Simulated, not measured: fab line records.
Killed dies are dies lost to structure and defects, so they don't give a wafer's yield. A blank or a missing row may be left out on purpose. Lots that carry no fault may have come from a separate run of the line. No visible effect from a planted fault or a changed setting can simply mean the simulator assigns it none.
Shared-tool check | flow nand harc | 3 lots and 9 wafers in the sample

WHAT PROMPTED THE OPENING
At NHARC_END_SORT_01 the reading killed at array is flagged on 3 of 3 lots. Wafers without a fault read 52, standard deviation 17.
Rule: a lot gets a flag if all its wafers with a number sit over 4 standard deviations from that mean, or if no wafer of it has a number. As for the other lots, they are considered sound.

lot  | measured     | on        | killed at array, wafer by wafer | flag
L544 | day 30 01:56 | prober-02 | 675 669 673                     | FLAGGED
L543 | day 30 11:25 | prober-01 | 674 673 674                     | FLAGGED
L547 | day 30 19:19 | prober-02 | 668 672 672                     | FLAGGED
The numbers of the flagged lots are 672 on average: +620 against the usual, or +36 standard deviations.

WHICH TOOL EACH LOT WENT THROUGH
4 process steps preceding the reading are held in the record, out of 1302 steps in the route. Every cell lists first the tool, next ch and the chambers used by the sampled wafers, and last the start.
lot  | flag    | NHARC_A_STAIRCASE_STRIP_205          | NHARC_A_STAIRCASE_TRIM_222                    | NHARC_A_STAIRCASE_ETCH_234                    | NHARC_A_STAIRCASE_ETCH_236
L544 | FLAGGED | plasma asher-01 ch 0,1, day 21 18:38 | rie diel-10 ch 0,2, day 22 01:24 or earlier   | rie diel-10 ch 0,2,3, day 22 01:24 or earlier | rie diel-10 ch 0,3, day 22 01:24
L543 | FLAGGED | plasma asher-02 ch 0,1, day 21 21:21 | rie diel-05 ch 0,2,3, day 22 01:16 or earlier | rie diel-05 ch 0,2,3, day 22 01:16 or earlier | rie diel-05 ch 2,3, day 22 01:16
L547 | FLAGGED | plasma asher-02 ch 0,1, day 22 16:06 | rie diel-05 ch 0,2,3, day 22 19:57 or earlier | rie diel-05 ch 1,2, day 22 19:57 or earlier   | rie diel-05 ch 0,1,2, day 22 19:57
What the steps here do:
- NHARC_A_STAIRCASE_STRIP_205: strips in O2.
- NHARC_A_STAIRCASE_TRIM_222: chemistry O2, time 211.2 s.
- NHARC_A_STAIRCASE_ETCH_234: etches the open film in C4F8/O2, target depth 100 nm, time 40.5 s.
- NHARC_A_STAIRCASE_ETCH_236: etches the open film in C4F8/O2, target depth 100 nm, time 40.5 s.
- NHARC_END_SORT_01

FLAGGED AGAINST TOTAL, ONE TOOL AT A TIME (gauges that did the reading follow at the end)
step                        | tool            | lots run | flagged | share of the flagged lots | sound lots run after its first flagged lot
NHARC_A_STAIRCASE_STRIP_205 | plasma asher-01 | 1        | 1       | some                      | 0
NHARC_A_STAIRCASE_STRIP_205 | plasma asher-02 | 2        | 2       | some                      | 0
NHARC_A_STAIRCASE_TRIM_222  | rie diel-05     | 2        | 2       | some                      | 0
NHARC_A_STAIRCASE_TRIM_222  | rie diel-10     | 1        | 1       | some                      | 0
NHARC_A_STAIRCASE_ETCH_234  | rie diel-05     | 2        | 2       | some                      | 0
NHARC_A_STAIRCASE_ETCH_234  | rie diel-10     | 1        | 1       | some                      | 0
NHARC_A_STAIRCASE_ETCH_236  | rie diel-05     | 2        | 2       | some                      | 0
NHARC_A_STAIRCASE_ETCH_236  | rie diel-10     | 1        | 1       | some                      | 0
NHARC_END_SORT_01           | prober-01       | 1        | 1       | some                      | 0
NHARC_END_SORT_01           | prober-02       | 2        | 2       | some                      | 0
Because NHARC_A_STAIRCASE_TRIM_222 lacks a start for some lots, the hours and order of its lots are taken from NHARC_A_STAIRCASE_ETCH_236. Because NHARC_A_STAIRCASE_ETCH_234 lacks a start for some lots, the hours and order of its lots are taken from NHARC_A_STAIRCASE_ETCH_236.

WHAT THE TABLE PERMITS
No row of the table ran every flagged lot.

WHAT THE SIMULATOR HAD INSERTED
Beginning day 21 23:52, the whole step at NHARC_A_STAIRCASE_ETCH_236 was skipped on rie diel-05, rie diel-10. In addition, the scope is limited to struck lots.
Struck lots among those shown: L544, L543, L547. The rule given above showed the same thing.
